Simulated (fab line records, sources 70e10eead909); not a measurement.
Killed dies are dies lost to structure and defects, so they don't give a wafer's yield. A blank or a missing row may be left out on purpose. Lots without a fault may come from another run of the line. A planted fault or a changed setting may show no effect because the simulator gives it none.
Which tool did it? | flow nand_harc | 24 lots, 72 wafers sampled, at 4 steps of a route of 1302

WHAT THE GAUGES READ, wafer by wafer
NHARC_A_CHANNEL_HOLE_D1_CD_MEAS_18. Usual: cd_nm 99 nm, standard deviation 3.1.
lot  | measured     | on        | cd_nm (nm)  | flag
L075 | day 8 13:15  | cd_sem-01 | 106 108 98  |
L074 | day 8 14:07  | cd_sem-01 | 96 101 100  |
L076 | day 9 09:56  | cd_sem-03 | 97 97 99    |
L077 | day 9 14:31  | cd_sem-03 | 101 101 103 |
L078 | day 10 00:27 | cd_sem-01 | 101 98 100  |
L079 | day 10 16:10 | cd_sem-03 | 97 101 100  |
L080 | day 10 16:36 | cd_sem-03 | 98 102 95   |
L081 | day 11 04:27 | cd_sem-03 | 98 108 96   |
L082 | day 11 19:38 | cd_sem-02 | 101 102 99  |
L083 | day 12 01:56 | cd_sem-02 | 101 103 97  |
L084 | day 12 16:17 | cd_sem-01 | 104 99 102  |
L085 | day 13 06:51 | cd_sem-03 | 95 94 102   |
L086 | day 13 17:50 | cd_sem-03 | 95 100 101  |
L087 | day 13 20:04 | cd_sem-03 | 101 100 100 |
L089 | day 14 12:14 | cd_sem-03 | 96 99 95    |
L088 | day 14 12:26 | cd_sem-03 | 97 98 95    |
L090 | day 15 02:25 | cd_sem-02 | 98 95 99    |
L091 | day 15 13:22 | cd_sem-02 | 96 101 101  |
L092 | day 15 19:41 | cd_sem-02 | 96 99 96    |
L093 | day 16 04:15 | cd_sem-03 | 100 100 98  |
L094 | day 17 04:48 | cd_sem-02 | 100 96 101  |
L095 | day 17 05:11 | cd_sem-02 | 96 99 99    |
L096 | day 17 20:27 | cd_sem-02 | 98 94 92    |
L097 | day 17 21:15 | cd_sem-03 | 106 98 100  |

NHARC_A_DECK1_JOINT_THK_MEAS_14: measures by ellipsometry. Usual: thk_nm 51.5 nm, standard deviation 1.4.
lot  | measured     | on            | thk_nm (nm)    | flag
L075 | day 11 07:01 | film_metro-02 | 49.6 51.6 52.6 |
L074 | day 11 07:01 | film_metro-01 | 50.0 51.9 50.9 |
L076 | day 12 04:43 | film_metro-02 | 51.6 51.3 52.0 |
L077 | day 12 04:43 | film_metro-01 | 51.6 49.8 50.7 |
L078 | day 12 17:36 | film_metro-01 | 51.8 52.0 53.3 |
L079 | day 13 13:44 | film_metro-01 | 52.3 51.5 51.3 |
L080 | day 13 09:12 | film_metro-02 | 52.5 49.9 51.3 |
L081 | day 13 21:04 | film_metro-02 | 51.2 50.6 50.8 |
L082 | day 14 16:24 | film_metro-02 | 50.1 52.5 51.3 |
L083 | day 14 16:23 | film_metro-01 | 53.2 53.0 51.9 |
L084 | day 15 13:38 | film_metro-01 | 48.9 52.1 50.4 |
L085 | day 16 06:10 | film_metro-01 | 49.6 51.9 46.6 |
L086 | day 16 10:07 | film_metro-01 | 51.2 50.8 51.8 |
L087 | day 16 10:06 | film_metro-02 | 51.5 51.0 49.4 |
L089 | day 17 11:31 | film_metro-01 | 51.9 49.6 49.5 |
L088 | day 17 11:31 | film_metro-02 | 50.2 53.0 51.1 |
L090 | day 18 02:04 | film_metro-02 | 51.8 52.6 52.1 |
L091 | day 18 06:25 | film_metro-02 | 51.0 52.2 52.6 |
L092 | day 18 14:49 | film_metro-02 | 49.9 53.5 53.8 |
L093 | day 18 21:20 | film_metro-02 | 52.8 49.6 51.4 |
L094 | day 19 21:28 | film_metro-02 | 53.5 51.2 51.6 |
L095 | day 20 01:43 | film_metro-01 | 52.2 55.2 54.0 |
L096 | day 20 15:07 | film_metro-01 | 50.3 50.5 51.9 |
L097 | day 20 15:08 | film_metro-02 | 49.7 53.8 50.8 |

WHICH TOOL RAN EACH LOT (tool, then ch and the chambers of the sampled wafers, then the start)
lot  | NHARC_A_CHANNEL_HOLE_D1_ETCH_19  | NHARC_A_CHANNEL_HOLE_D1_ETCH_25
L075 | har_etch-02 ch 0,1, day 8 13:19  | har_etch-02 ch 0,1, day 8 16:14
L074 | har_etch-01 ch 0,1, day 8 14:11  | har_etch-01 ch 0,1, day 8 17:05
L076 | har_etch-02 ch 0,1, day 9 10:00  | har_etch-02 ch 0,1, day 9 12:53
L077 | har_etch-01 ch 0,1, day 9 14:35  | har_etch-01 ch 0,1, day 9 17:30
L078 | har_etch-02 ch 0, day 10 01:06   | har_etch-02 ch 0, day 10 04:08
L079 | har_etch-01 ch 0,1, day 10 16:48 | har_etch-01 ch 0,1, day 10 19:49
L080 | har_etch-02 ch 0,1, day 10 17:20 | har_etch-02 ch 0,1, day 10 20:12
L081 | har_etch-02 ch 0,1, day 11 04:32 | har_etch-02 ch 0,1, day 11 07:33
L082 | har_etch-02 ch 0, day 11 19:42   | har_etch-02 ch 0, day 12 01:33
L083 | har_etch-01 ch 0,1, day 12 02:02 | har_etch-01 ch 0,1, day 12 05:10
L084 | har_etch-01 ch 0,1, day 12 18:24 | har_etch-01 ch 0,1, day 12 21:41
L085 | har_etch-01 ch 0,1, day 13 10:38 | har_etch-01 ch 0,1, day 13 13:32
L086 | har_etch-01 ch 0,1, day 13 17:57 | har_etch-01 ch 0,1, day 13 21:06
L087 | har_etch-02 ch 0,1, day 13 20:09 | har_etch-02 ch 0,1, day 13 23:04
L089 | har_etch-01 ch 0,1, day 14 13:30 | har_etch-01 ch 0,1, day 14 16:32
L088 | har_etch-02 ch 0,1, day 14 15:14 | har_etch-02 ch 0,1, day 14 18:25
L090 | har_etch-02 ch 0,1, day 15 02:29 | har_etch-02 ch 0,1, day 15 05:23
L091 | har_etch-01 ch 0,1, day 15 13:26 | har_etch-01 ch 0,1, day 15 16:19
L092 | har_etch-01 ch 0,1, day 15 21:51 | har_etch-01 ch 0,1, day 16 00:53
L093 | har_etch-01 ch 0,1, day 16 04:20 | har_etch-01 ch 0,1, day 16 07:13
L094 | har_etch-01 ch 0,1, day 17 04:55 | har_etch-01 ch 0,1, day 17 08:04
L095 | har_etch-01 ch 0,1, day 17 09:02 | har_etch-01 ch 0,1, day 17 11:56
L096 | har_etch-01 ch 0,1, day 17 22:11 | har_etch-01 ch 0,1, day 18 01:05
L097 | har_etch-02 ch 0,1, day 17 22:54 | har_etch-02 ch 0,1, day 18 01:48
- NHARC_A_CHANNEL_HOLE_D1_ETCH_19: etches the open film in C4F8/O2/Ar, time 34.5 s.
- NHARC_A_CHANNEL_HOLE_D1_ETCH_25: etches the open film in C4F8/O2/Ar, time 1040.2 s, target depth 1500 nm.

WHAT THE TOOLS THEMSELVES READ (means of the sampled wafers that have a number; where no wafer has one, the mark that the record gives instead)
NHARC_A_CHANNEL_HOLE_D1_ETCH_19. Usual: drypump_motor_current_A 5.5 A, standard deviation 0.64; showerhead_plenum_p_Torr 3.73 Torr, standard deviation 0.058; throttle_valve_pct 37.037 %, standard deviation 0.0087.
lot  | tool        | drypump_motor_current_A (A) | showerhead_plenum_p_Torr (Torr) | throttle_valve_pct (%) | flag
L075 | har_etch-02 | 5.0                         | 3.77                            | 37.041                 |
L074 | har_etch-01 | 5.6                         | 3.75                            | 37.038                 |
L076 | har_etch-02 | 5.0                         | 3.77                            | 37.037                 |
L077 | har_etch-01 | 6.0                         | 3.75                            | 37.034                 |
L078 | har_etch-02 | 4.8                         | 3.80                            | 37.030                 |
L079 | har_etch-01 | 6.1                         | 3.74                            | 37.036                 |
L080 | har_etch-02 | 5.0                         | 3.75                            | 37.038                 |
L081 | har_etch-02 | 5.0                         | 3.75                            | 37.029                 |
L082 | har_etch-02 | 4.8                         | 3.78                            | 37.038                 |
L083 | har_etch-01 | 5.6                         | 3.72                            | 37.033                 |
L084 | har_etch-01 | 5.6                         | 3.72                            | 37.036                 |
L085 | har_etch-01 | 5.6                         | 3.71                            | 37.030                 |
L086 | har_etch-01 | 6.1                         | 3.72                            | 37.040                 |
L087 | har_etch-02 | 5.0                         | 3.74                            | 37.035                 |
L089 | har_etch-01 | 6.1                         | 3.71                            | 37.035                 |
L088 | har_etch-02 | 5.1                         | 3.69                            | 37.039                 |
L090 | har_etch-02 | 5.0                         | 3.73                            | 37.043                 |
L091 | har_etch-01 | 6.1                         | 3.71                            | 37.042                 |
L092 | har_etch-01 | 5.6                         | 3.69                            | 37.032                 |
L093 | har_etch-01 | 5.6                         | 3.69                            | 37.038                 |
L094 | har_etch-01 | 6.1                         | 3.69                            | 37.037                 |
L095 | har_etch-01 | 5.6                         | 3.68                            | 37.036                 |
L096 | har_etch-01 | 6.1                         | 3.68                            | 37.035                 |
L097 | har_etch-02 | 5.1                         | 3.90                            | 37.048                 |

NHARC_A_CHANNEL_HOLE_D1_ETCH_25. Usual: drypump_motor_current_A 5.5 A, standard deviation 0.64; showerhead_plenum_p_Torr 3.68 Torr, standard deviation 0.055; throttle_valve_pct 32.235 %, standard deviation 0.009.
lot  | tool        | drypump_motor_current_A (A) | showerhead_plenum_p_Torr (Torr) | throttle_valve_pct (%) | flag
L075 | har_etch-02 | 5.0                         | 3.73                            | 32.231                 |
L074 | har_etch-01 | 5.6                         | 3.70                            | 32.242                 |
L076 | har_etch-02 | 5.0                         | 3.72                            | 32.235                 |
L077 | har_etch-01 | 6.1                         | 3.70                            | 32.235                 |
L078 | har_etch-02 | 4.8                         | 3.75                            | 32.241                 |
L079 | har_etch-01 | 6.1                         | 3.69                            | 32.231                 |
L080 | har_etch-02 | 5.0                         | 3.71                            | 32.238                 |
L081 | har_etch-02 | 5.0                         | 3.71                            | 32.233                 |
L082 | har_etch-02 | 4.8                         | 3.73                            | 32.236                 |
L083 | har_etch-01 | 5.6                         | 3.67                            | 32.233                 |
L084 | har_etch-01 | 5.6                         | 3.67                            | 32.227                 |
L085 | har_etch-01 | 5.6                         | 3.66                            | 32.231                 |
L086 | har_etch-01 | 6.1                         | 3.67                            | 32.231                 |
L087 | har_etch-02 | 5.0                         | 3.69                            | 32.236                 |
L089 | har_etch-01 | 6.1                         | 3.66                            | 32.229                 |
L088 | har_etch-02 | 5.1                         | 3.64                            | 32.237                 |
L090 | har_etch-02 | 5.0                         | 3.68                            | 32.230                 |
L091 | har_etch-01 | 6.1                         | 3.66                            | 32.242                 |
L092 | har_etch-01 | 5.6                         | 3.64                            | 32.233                 |
L093 | har_etch-01 | 5.6                         | 3.64                            | 32.238                 |
L094 | har_etch-01 | 6.1                         | 3.65                            | 32.228                 |
L095 | har_etch-01 | 5.6                         | 3.63                            | 32.233                 |
L096 | har_etch-01 | 6.1                         | 3.64                            | 32.227                 |
L097 | har_etch-02 | 5.1                         | 3.84                            | 32.237                 |

THE ANSWER, worked out from the rows above alone
Rule: a lot is off if the mean of its wafers that have a number lies more than 3 standard deviations from the usual mean. A lot without any number at a reading at which 4 lots or more have one is off too. The other lots that the step has rows for count as sound. The gauges are gone through in route order, then the tools' own readings, and for those a lot's mean is taken as printed above. The first step at which some lot is off is used, and at that step the reading that is off furthest; a lot without a number counts as furthest.
No lot is off at any reading shown: from this, nothing can be told.

WHAT THE SIMULATOR HAD PUT IN
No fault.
